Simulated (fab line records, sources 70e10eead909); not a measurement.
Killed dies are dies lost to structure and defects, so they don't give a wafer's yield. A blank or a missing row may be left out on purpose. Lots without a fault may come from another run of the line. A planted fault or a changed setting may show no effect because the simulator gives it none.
A struck lot beside a sound one | flow nand_harc | 14 steps out of a route of 1159
Sound: wafers L524.1, L524.4, L524.6. Struck: wafers L529.1, L529.3, L529.5. The cause comes at the end.
At each step with rows: each side's tool, then ch and its chambers, then its first start. Under that, the readings that differ: sound wafers | struck wafers | difference of the means | sigmas: that difference in standard deviations of wafers without a fault.
alike: readings whose means differ by less than 2 such deviations, and words and numbers that are the same on both sides. not compared: withheld readings, readings that some wafer has no value for, bounds like >300 that may hide the same value, and numbers for which the record gives no deviation and whose values overlap.
The two part at a step that has a row with sigmas, a row that says differs or no value, or rows on one side only. Numbers that don't overlap but have no deviation are shown without sigmas and don't part them. A reading that every wafer of one side lacks parts them only if that side has two wafers or more.

first, 1 step without rows for these wafers: NHARC_A_CHANNEL_HOLE_D1_SRD_29.
NHARC_A_CHANNEL_HOLE_D1_CD_MEAS_30:
  sound on cd_sem-02, day 9 09:05; struck on cd_sem-02, day 10 05:32
  alike: cd_nm
NHARC_A_CHANNEL_HOLE_D1_XSEM_31:
  sound on xsem-02 ch 0, day 9 09:10; struck on xsem-02 ch 0, day 10 05:37
  alike: bot_cd_nm, bow_nm, tilt_deg
NHARC_A_CHANNEL_HOLE_D1_INSPECT_40:
  sound on defect_inspect-02, day 9 09:17; struck on defect_inspect-02, day 10 05:43
  alike: raw_defect_count
then, 2 steps without rows for these wafers: NHARC_A_CHANNEL_FILL_D1_PRECLEAN_00 (cleans in SC1); NHARC_A_CHANNEL_FILL_D1_SRD_01.
NHARC_A_CHANNEL_FILL_D1_ALD_02: deposits SiO2, target thk 6 nm, pulse time 10 s, ald cycles 60.
  sound on ald_hk-02 ch 0,2,3, day 9 11:01; struck on ald_hk-01 ch 0,1, day 10 06:37
  reading                    | sound             | struck            | difference | sigmas
  precursor_pulse_height_rel | 1.020 1.034 1.021 | 0.980 0.972 0.989 | -0.045     | -2
  alike: heater_power_outer_w, heater_power_w, susceptor_temp_C
then, 1 step without rows for these wafers: NHARC_A_CHANNEL_FILL_D1_ALD_03 (deposits SiNx, target thk 6 nm, pulse time 60 s, ald cycles 58).
NHARC_A_CHANNEL_FILL_D1_ALD_14: deposits SiO2, target thk 2.5 nm, pulse time 10 s, ald cycles 25.
  sound on ald_hk-01 ch 0,1,2, day 9 17:13; struck on ald_hk-01 ch 1,2, day 10 12:19
  alike: heater_power_outer_w, heater_power_w, precursor_pulse_height_rel, susceptor_temp_C
then, 1 step without rows for these wafers: NHARC_A_CHANNEL_FILL_D1_ALD_15 (deposits SiNx, target thk 2 nm, pulse time 60 s, ald cycles 19).
NHARC_A_CHANNEL_FILL_D1_ALD_16: deposits SiO2, target thk 1.5 nm, pulse time 10 s, ald cycles 15.
  sound on ald_hk-01 ch 0,1,2, day 9 22:18; struck on ald_hk-04 ch 0,2,3, day 10 19:50
  alike: heater_power_outer_w, heater_power_w, precursor_pulse_height_rel, susceptor_temp_C
then, 1 step without rows for these wafers: NHARC_A_CHANNEL_FILL_D1_ANNEAL_17 (time 1800 s).
NHARC_A_CHANNEL_FILL_D1_CVD_18: deposits poly-Si, target thk 3 nm.
  sound on lpcvd_poly-03 ch 0, day 10 08:37; struck on lpcvd_poly-02, day 11 05:21
  no value came back on the struck wafers for spike_tc_bottom_C (C), spike_tc_centre_C (C), tube_center_temp_C (C), zone_power_centre_pct (%); on the sound wafers spike_tc_bottom_C (C) reads 576.6 576.8 579.1
NHARC_A_CHANNEL_FILL_D1_ETCHBACK_19: etches the open film in HBr/Cl2, target depth 5 nm, time 1.7 s.
  sound on rie_si-05 ch 1,3, day 10 10:43; struck on rie_si-01 ch 1,2,3, day 11 07:27
  alike: drypump_motor_current_A, hbr_flow_sccm, oes_product_au, throttle_valve_pct
  not compared: rf_hours_counter_h

WHERE THEY PART
First at NHARC_A_CHANNEL_FILL_D1_ALD_02; last, within this record, at NHARC_A_CHANNEL_FILL_D1_CVD_18. Later steps at which nothing parts them and some readings are alike: NHARC_A_CHANNEL_FILL_D1_ETCHBACK_19.

WHY: what the simulator had put in
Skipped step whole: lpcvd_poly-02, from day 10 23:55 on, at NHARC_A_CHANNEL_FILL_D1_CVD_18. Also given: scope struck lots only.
